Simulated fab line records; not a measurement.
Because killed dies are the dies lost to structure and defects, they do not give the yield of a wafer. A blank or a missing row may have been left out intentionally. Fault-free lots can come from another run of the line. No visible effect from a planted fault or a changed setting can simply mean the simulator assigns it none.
Matching of chambers + flow n5_finfet + N5_BEOL_M7_PECVD_70 on pecvd-02: 3 sister chambers
The step deposits SiO2 from TEOS/O2, target thk 20 nm, time 22.7 s. 6 wafers are shown with their chamber, then 9 later ones without.

WAFERS PAIRED WITH THEIR CHAMBERS
| wafer  | chamber | throttle_valve_pct (%) | showerhead_plenum_p_Torr (Torr) |
|--------|---------|------------------------|---------------------------------|
| L079.2 | 2       | 23.0                   | 8.84                            |
| L080.5 | 2       | 23.2                   | 8.85                            |
| L084.5 | 0       | 22.7                   | 8.75                            |
| L085.2 | 1       | 23.7                   | 8.82                            |
| L085.5 | 0       | 22.7                   | 8.74                            |
| L085.6 | 1       | 23.8                   | 8.82                            |

WAFERS MISSING THEIR CHAMBER
| wafer  | throttle_valve_pct (%) | showerhead_plenum_p_Torr (Torr) |
|--------|------------------------|---------------------------------|
| L086.1 | 22.7                   | 8.76                            |
| L086.3 | 23.2                   | 8.85                            |
| L086.4 | 22.8                   | 8.73                            |
| L089.1 | 22.6                   | 8.74                            |
| L089.4 | 22.9                   | 8.74                            |
| L089.6 | 23.3                   | 8.83                            |
| L091.1 | 23.3                   | 8.85                            |
| L091.4 | 23.5                   | 8.81                            |
| L091.5 | 23.2                   | 8.82                            |

CHAMBER TAKEN BY EACH
| wafer  | from the rows above     | in truth |
|--------|-------------------------|----------|
| L086.1 | 0                       | 0        |
| L086.3 | 2                       | 2        |
| L086.4 | 0                       | 0        |
| L089.1 | 0                       | 0        |
| L089.4 | 0                       | 0        |
| L089.6 | can't be placed: 2 or 1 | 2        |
| L091.1 | 2                       | 2        |
| L091.4 | 1                       | 1        |
| L091.5 | can't be placed: 2 or 1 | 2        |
Correct placement for 7 of the 9. Cannot be placed on the basis of these rows: 2; the candidates contain the true chamber in 2. Number placed wrongly: 0.
How it was worked out, from the rows above alone: a wafer's distance from a chamber is the root of the sum, over the readings, of the square of ((its reading less the chamber's mean) divided by the reading's scatter). If the next closest chamber is less than 2 further off than the closest, the wafer can't be placed; otherwise it belongs to the closest. Each chamber's mean is taken over the wafers shown for it. How the scatter is found: for the shown wafers, subtract from each reading the mean of its chamber, square and add these, divide the total by (wafers less chambers), then take the root.
